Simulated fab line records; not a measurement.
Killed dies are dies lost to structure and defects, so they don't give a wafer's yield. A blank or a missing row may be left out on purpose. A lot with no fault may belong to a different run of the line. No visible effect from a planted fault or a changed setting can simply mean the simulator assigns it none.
A sampling plan put to the test -- flow nand_harc -- one fab line, 45 faults that these records tell of, each judged on the records of the lots that it struck; 1 more is left out, because the records don't allow judging it
The plan consists of the line's own looks: route steps at which the wafer is read by a gauge or an inspection but not changed. A look can be judged if struck wafers have a number there and the file gives its usual mean and standard deviation on fault-free wafers. Caught: 4 or more of those standard deviations (sigma) separate the usual mean from the mean of the struck wafers at a look after the fault's first step. On the tool: the identical test, applied to the tool's own readings at the steps of the fault. Also counted as caught: the struck wafers showing another recipe, or a record that is empty for them alone.

== THE FAULTS, as the simulator had put them in ==
1. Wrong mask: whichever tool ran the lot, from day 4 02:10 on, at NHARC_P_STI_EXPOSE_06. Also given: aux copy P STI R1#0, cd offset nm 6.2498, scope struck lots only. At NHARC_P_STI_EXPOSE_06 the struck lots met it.
2. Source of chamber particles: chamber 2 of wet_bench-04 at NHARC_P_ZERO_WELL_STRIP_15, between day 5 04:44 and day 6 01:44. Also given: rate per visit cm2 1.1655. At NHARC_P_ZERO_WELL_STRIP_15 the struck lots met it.
3. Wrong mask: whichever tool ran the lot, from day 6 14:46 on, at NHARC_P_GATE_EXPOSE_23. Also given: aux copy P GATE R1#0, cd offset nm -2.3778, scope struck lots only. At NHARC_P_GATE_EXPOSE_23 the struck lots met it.
4. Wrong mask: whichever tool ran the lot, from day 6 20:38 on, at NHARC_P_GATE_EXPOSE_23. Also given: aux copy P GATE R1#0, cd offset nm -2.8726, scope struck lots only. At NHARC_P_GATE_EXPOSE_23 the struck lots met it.
5. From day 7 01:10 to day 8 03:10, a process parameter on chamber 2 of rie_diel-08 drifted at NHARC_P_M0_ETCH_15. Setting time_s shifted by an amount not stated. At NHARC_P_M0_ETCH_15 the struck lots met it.
6. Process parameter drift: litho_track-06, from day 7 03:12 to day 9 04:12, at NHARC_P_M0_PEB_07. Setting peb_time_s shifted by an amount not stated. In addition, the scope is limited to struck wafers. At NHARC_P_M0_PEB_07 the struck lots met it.
7. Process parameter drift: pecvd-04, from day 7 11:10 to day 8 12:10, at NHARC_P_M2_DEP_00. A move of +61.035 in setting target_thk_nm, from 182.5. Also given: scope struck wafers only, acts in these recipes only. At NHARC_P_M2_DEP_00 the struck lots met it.
8. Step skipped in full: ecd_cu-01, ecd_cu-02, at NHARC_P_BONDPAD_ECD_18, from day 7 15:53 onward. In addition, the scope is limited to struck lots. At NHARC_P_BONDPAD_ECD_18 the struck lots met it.
9. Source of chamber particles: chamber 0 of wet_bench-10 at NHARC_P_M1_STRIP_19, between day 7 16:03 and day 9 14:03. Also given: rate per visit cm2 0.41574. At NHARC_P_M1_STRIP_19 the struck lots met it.
10. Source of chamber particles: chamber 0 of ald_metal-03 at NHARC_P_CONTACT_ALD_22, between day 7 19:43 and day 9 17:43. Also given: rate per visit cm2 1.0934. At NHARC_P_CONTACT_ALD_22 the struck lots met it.
11. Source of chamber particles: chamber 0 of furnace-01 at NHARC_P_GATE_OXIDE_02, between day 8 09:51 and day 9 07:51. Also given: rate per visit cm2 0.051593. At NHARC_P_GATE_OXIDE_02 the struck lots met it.
12. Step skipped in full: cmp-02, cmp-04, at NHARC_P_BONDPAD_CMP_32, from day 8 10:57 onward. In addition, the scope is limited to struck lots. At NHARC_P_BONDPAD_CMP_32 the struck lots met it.
13. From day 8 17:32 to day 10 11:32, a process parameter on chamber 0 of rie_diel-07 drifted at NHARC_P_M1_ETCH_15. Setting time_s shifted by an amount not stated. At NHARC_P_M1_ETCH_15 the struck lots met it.
14. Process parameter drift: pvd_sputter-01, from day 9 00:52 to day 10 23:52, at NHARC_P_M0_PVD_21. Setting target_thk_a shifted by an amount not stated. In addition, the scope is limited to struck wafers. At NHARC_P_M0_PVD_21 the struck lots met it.
15. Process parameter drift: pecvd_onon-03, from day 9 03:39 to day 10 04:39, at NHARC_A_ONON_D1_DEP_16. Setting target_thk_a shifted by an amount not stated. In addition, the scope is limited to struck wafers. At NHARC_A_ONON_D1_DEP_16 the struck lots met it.
16. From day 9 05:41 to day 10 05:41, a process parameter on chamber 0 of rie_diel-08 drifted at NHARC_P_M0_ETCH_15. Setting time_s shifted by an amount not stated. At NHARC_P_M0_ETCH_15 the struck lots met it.
17. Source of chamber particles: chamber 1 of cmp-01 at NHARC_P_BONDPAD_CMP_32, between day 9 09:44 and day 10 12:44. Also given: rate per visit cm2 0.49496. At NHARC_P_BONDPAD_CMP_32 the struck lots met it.
18. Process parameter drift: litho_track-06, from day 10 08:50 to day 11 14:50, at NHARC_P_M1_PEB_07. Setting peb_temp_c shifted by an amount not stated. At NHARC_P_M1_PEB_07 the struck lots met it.
19. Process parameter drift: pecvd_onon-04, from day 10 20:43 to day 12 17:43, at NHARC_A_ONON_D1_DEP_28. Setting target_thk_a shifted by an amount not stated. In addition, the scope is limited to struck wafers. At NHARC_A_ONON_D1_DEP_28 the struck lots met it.
20. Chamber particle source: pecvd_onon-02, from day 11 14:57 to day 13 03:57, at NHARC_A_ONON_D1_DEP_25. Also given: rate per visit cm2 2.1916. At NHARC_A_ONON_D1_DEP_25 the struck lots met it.
21. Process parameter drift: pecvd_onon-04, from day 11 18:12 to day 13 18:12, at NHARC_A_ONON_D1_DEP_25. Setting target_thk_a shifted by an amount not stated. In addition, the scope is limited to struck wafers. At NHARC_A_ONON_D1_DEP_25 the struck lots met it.
22. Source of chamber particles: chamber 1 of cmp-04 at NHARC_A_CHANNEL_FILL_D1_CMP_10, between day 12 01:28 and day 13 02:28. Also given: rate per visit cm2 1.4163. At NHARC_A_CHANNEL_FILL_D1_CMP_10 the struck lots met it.
23. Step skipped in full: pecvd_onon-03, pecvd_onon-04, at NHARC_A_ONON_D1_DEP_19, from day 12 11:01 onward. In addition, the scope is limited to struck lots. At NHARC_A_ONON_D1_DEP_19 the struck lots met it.
24. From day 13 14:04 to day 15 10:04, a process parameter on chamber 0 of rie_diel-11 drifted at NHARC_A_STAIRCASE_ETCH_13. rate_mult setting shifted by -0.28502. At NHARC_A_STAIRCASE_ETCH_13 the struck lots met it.
25. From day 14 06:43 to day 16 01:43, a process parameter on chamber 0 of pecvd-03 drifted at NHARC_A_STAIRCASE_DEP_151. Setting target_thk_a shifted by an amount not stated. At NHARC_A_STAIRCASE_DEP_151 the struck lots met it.
26. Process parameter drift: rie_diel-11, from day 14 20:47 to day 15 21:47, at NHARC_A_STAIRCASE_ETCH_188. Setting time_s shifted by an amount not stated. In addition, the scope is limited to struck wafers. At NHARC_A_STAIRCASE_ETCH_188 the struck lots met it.
27. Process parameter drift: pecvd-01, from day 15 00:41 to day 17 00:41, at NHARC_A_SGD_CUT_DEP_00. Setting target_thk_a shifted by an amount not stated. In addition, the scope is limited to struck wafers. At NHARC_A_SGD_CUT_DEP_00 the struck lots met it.
28. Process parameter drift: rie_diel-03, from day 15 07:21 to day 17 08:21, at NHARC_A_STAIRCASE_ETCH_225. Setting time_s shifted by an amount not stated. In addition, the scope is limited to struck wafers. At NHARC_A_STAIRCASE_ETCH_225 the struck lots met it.
29. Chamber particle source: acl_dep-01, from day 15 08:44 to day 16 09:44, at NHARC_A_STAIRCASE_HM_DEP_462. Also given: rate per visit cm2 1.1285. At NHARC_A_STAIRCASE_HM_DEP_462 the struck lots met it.
30. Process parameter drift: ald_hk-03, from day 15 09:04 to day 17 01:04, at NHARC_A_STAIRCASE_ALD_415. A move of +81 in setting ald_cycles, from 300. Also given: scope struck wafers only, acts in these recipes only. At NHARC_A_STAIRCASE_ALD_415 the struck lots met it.
31. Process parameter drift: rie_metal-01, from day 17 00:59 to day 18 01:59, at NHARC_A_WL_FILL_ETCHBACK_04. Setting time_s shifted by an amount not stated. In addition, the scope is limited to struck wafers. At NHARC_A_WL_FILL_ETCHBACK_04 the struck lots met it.
32. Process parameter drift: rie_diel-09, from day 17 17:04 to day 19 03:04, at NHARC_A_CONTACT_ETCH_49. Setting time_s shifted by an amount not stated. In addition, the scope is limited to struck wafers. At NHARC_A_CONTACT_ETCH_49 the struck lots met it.
33. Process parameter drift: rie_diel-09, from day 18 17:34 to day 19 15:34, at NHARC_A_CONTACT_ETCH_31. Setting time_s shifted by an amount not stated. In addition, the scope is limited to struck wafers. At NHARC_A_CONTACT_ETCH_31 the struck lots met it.
34. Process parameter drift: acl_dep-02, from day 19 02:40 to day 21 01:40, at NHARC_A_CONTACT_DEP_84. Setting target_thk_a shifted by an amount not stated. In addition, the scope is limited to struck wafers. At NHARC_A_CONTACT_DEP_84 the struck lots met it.
35. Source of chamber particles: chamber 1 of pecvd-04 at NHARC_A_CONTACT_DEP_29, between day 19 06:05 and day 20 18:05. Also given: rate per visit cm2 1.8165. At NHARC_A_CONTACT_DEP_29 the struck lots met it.
36. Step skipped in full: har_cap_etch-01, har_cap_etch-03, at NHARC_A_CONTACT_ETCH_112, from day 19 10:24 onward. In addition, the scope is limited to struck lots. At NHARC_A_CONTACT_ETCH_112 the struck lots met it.
37. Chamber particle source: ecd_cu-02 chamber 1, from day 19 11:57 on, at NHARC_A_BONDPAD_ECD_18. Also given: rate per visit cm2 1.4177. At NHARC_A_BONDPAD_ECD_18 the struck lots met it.
38. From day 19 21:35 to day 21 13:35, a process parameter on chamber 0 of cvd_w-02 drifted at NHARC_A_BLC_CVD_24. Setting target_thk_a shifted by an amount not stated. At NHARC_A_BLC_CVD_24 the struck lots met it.
39. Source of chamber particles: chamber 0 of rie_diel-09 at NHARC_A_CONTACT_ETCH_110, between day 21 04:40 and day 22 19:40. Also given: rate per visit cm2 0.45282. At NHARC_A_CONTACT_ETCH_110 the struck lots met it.
40. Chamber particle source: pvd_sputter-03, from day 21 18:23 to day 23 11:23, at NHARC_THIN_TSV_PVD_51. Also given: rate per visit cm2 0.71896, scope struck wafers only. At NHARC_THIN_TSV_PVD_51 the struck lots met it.
41. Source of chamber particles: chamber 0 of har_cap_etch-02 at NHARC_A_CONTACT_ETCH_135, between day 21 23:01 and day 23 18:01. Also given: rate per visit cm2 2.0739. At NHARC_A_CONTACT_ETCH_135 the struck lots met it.
42. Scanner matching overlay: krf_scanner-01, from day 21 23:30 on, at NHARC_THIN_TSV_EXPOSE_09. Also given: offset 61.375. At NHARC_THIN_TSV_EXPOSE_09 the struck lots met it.
43. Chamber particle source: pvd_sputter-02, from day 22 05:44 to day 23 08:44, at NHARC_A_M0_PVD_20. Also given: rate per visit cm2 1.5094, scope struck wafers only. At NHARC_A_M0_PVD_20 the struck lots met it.
44. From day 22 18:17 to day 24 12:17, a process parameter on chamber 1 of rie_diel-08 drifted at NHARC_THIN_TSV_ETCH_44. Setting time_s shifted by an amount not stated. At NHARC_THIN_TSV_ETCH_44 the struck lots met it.
45. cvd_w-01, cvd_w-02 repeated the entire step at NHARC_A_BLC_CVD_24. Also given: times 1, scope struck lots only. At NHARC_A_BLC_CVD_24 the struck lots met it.

== WHAT THE PLAN SAW ==
fault,on the tool itself,first look that catches it,"reading, sigma",median hours from its first step to that look,hours from the fault's start to the first struck lot there,judged looks passed uncaught
1,under 2 sigma,none of the 4 looks that can be judged after it,"strongest: cd_nm at NHARC_P_STI_CD_MEAS_09, +2.1",-,-,4
2,no reading that can be judged,NHARC_P_ZERO_WELL_INSPECT_43,raw_defect_count +99 or beyond,5.9,9,1
3,no reading that can be judged,NHARC_P_GATE_CD_MEAS_26,cd_nm -4.6,0.1,3,0
4,no reading that can be judged,NHARC_P_GATE_CD_MEAS_26,cd_nm -4.6,0.1,3,0
5,run_length_s -26 sigma,NHARC_END_SORT_01,killed_at_periphery +99 or beyond,338.7,344,0
6,heater_power_total_W +33 sigma,NHARC_P_M0_CD_MEAS_09,cd_nm -12,0.1,2,0
7,under 2 sigma,NHARC_END_SORT_01,killed_at_periphery +99 or beyond,315.1,318,0
8,the tool's record is blank for the struck wafers,NHARC_P_BONDPAD_THK_MEAS_20,thk_nm -99 or beyond,1.0,2,0
9,no reading that can be judged,NHARC_END_SORT_01,killed_at_periphery +29,335.3,344,3
10,under 2 sigma,NHARC_END_SORT_01,killed_at_periphery +39,343.1,375,0
11,no reading that can be judged,NHARC_P_GATE_INSPECT_28,raw_defect_count +10,19.1,32,1
12,the tool's record is blank for the struck wafers,NHARC_P_BONDPAD_THK_MEAS_33,thk_nm +32,0.2,3,0
13,run_length_s -26 sigma,NHARC_END_SORT_01,killed_at_periphery +8.5,318.2,335,0
14,under 2 sigma,NHARC_END_SORT_01,killed_at_periphery +99 or beyond,339.6,356,0
15,no reading that can be judged,NHARC_A_ONON_D1_THK_MEAS_18,thk_nm -26,0.4,3,0
16,run_length_s -28 sigma,NHARC_END_SORT_01,killed_at_periphery +99 or beyond,340.2,359,0
17,under 2 sigma,NHARC_END_SORT_01,killed_at_periphery +99 or beyond,329.8,347,0
18,plate_temp_C +12 sigma,NHARC_P_M1_CD_MEAS_09,cd_nm +9.1,0.1,5,0
19,under 2 sigma,NHARC_A_ONON_D1_THK_MEAS_30,thk_nm +59,0.4,15,0
20,no reading that can be judged,NHARC_END_SORT_01,killed_at_array +9.4,275.9,271,1
21,under 2 sigma,NHARC_A_ONON_D1_THK_MEAS_27,thk_nm +42,0.5,8,0
22,only faintly: time_to_endpoint_s +2.2 sigma,NHARC_A_CHANNEL_FILL_D1_INSPECT_13,raw_defect_count +4.9,0.6,17,0
23,the tool's record is blank for the struck wafers,NHARC_END_SORT_01,killed_at_array +58,289.2,289,0
24,oes_product_au -13 sigma,NHARC_END_SORT_01,killed_at_array +57,203.9,219,0
25,under 2 sigma,NHARC_END_SORT_01,killed_at_array +4.1,169.2,197,1
26,run_length_s -33 sigma,NHARC_END_SORT_01,killed_at_array +51,216.3,218,0
27,under 2 sigma,NHARC_END_SORT_01,killed_at_array +58,153.3,154,0
28,run_length_s -27 sigma,NHARC_END_SORT_01,killed_at_array +25,210.0,206,0
29,under 2 sigma,NHARC_END_SORT_01,killed_at_array +7.2,194.1,204,0
30,under 2 sigma,NHARC_END_SORT_01,killed_at_array +58,196.3,182,0
31,run_length_s -99 or beyond sigma,NHARC_END_SORT_01,killed_at_array +23,106.2,112,0
32,run_length_s -99 or beyond sigma,NHARC_END_SORT_01,killed_at_array +7.4,78.5,79,0
33,run_length_s -99 or beyond sigma,NHARC_END_SORT_01,killed_at_array +58,57.2,59,0
34,only faintly: throttle_valve_pct +2.4 sigma,NHARC_END_SORT_01,killed_at_array +56,58.8,65,0
35,under 2 sigma,NHARC_A_CONTACT_INSPECT_44,raw_defect_count +76,0.8,26,0
36,the tool's record is blank for the struck wafers,NHARC_END_SORT_01,killed_at_array +58,78.6,78,0
37,under 2 sigma,NHARC_END_SORT_01,killed_at_array +42,38.5,45,1
38,under 2 sigma,not the one look that can be judged after it,-,-,-,1
39,under 2 sigma,NHARC_END_SORT_01,killed_at_array +7.7,58.5,79,0
40,under 2 sigma,NHARC_END_SORT_01,killed_at_other +91,18.3,25,0
41,no reading that can be judged,NHARC_END_SORT_01,killed_at_array +8.2,61.2,61,0
42,under 2 sigma,not the one look that can be judged after it,-,-,-,1
43,under 2 sigma,NHARC_END_SORT_01,sort_bin_3_pct +16,46.7,47,1
44,run_length_s -99 or beyond sigma,NHARC_END_SORT_01,killed_at_other +99 or beyond,14.8,26,0
45,under 2 sigma,no look after it can be judged,-,-,-,0
A dash: the fault is not caught, or the number is missing from these records.

Caught at a look: 41 of 45. Caught on the tool: 16 of 45. By one or the other: 41 of 45.
Caught at a look alone: faults 2, 3, 4, 7, 9, 10, 11, 14, 15, 17, 19, 20, 21, 22, 25, 27, 29, 30, 34, 35, 37, 39, 40, 41, 43.
Caught by neither: faults 1, 38, 42, 45.

== THINNER SAMPLING ==
If the look that catches a fault measured only every second or every third lot, by lot number, the first struck lot would be measured this late in the worst case:
fault,"struck lots at that look, in order of time",every lot,every second lot,every third lot
2,L795,9 h,may miss it,may miss it
3,L330,3 h,may miss it,may miss it
4,L259,3 h,may miss it,may miss it
5,"L423, L427",344 h,may miss all 2,may miss all 2
6,"L736, L737",2 h,3 h,may miss all 2
7,L957,318 h,may miss it,may miss it
8,"L586, L587",2 h,6 h,may miss all 2
9,L719,344 h,may miss it,may miss it
10,L369,375 h,may miss it,may miss it
11,"L564, L563",32 h,32 h,may miss all 2
12,"L484, L483, L488",3 h,3 h,30 h
13,L352,335 h,may miss it,may miss it
14,"L250, L252, L254",356 h,may miss all 3,365 h
15,"L334, L336, L339",3 h,25 h,may miss all 3
16,L490,359 h,may miss it,may miss it
17,"L947, L946",347 h,355 h,may miss all 2
18,"L975, L977",5 h,may miss all 2,may miss all 2
19,"L234, L233",15 h,31 h,may miss all 2
20,"L799, L803",271 h,may miss all 2,may miss all 2
21,"L652, L656, L657",8 h,24 h,24 h
22,L374,17 h,may miss it,may miss it
23,"L135, L136",289 h,298 h,may miss all 2
24,"L993, L994",219 h,227 h,may miss all 2
25,"L479, L480",197 h,203 h,may miss all 2
26,"L769, L771, L774",218 h,234 h,may miss all 3
27,"L220, L226",154 h,may miss all 2,may miss all 2
28,"L491, L495",206 h,may miss all 2,may miss all 2
29,"L668, L665",204 h,204 h,may miss all 2
30,"L158, L161, L165",182 h,212 h,may miss all 3
31,"L120, L121",112 h,132 h,may miss all 2
32,"L785, L786, L791",79 h,88 h,may miss all 3
33,"L190, L187, L192",59 h,64 h,may miss all 3
34,L103,65 h,may miss it,may miss it
35,L771,26 h,may miss it,may miss it
36,"L215, L216, L217",78 h,83 h,106 h
37,L256,45 h,may miss it,may miss it
39,L557,79 h,may miss it,may miss it
40,"L159, L161",25 h,may miss all 2,may miss all 2
41,"L222, L225",61 h,72 h,may miss all 2
43,"L463, L461",47 h,may miss all 2,may miss all 2
44,L448,26 h,may miss it,may miss it
Hours: fault start to first struck lot measured. The test against the limit of 4 sigma pooled every struck wafer, which means one lot taken alone may stay below that limit. Other struck lots may not be in these records.

== THE LONGEST TIMED WAY FROM STEP TO LOOK ==
Fault 10: median gap of 343.1 hours between NHARC_P_CONTACT_ALD_22 and NHARC_END_SORT_01. No look between them can be judged.
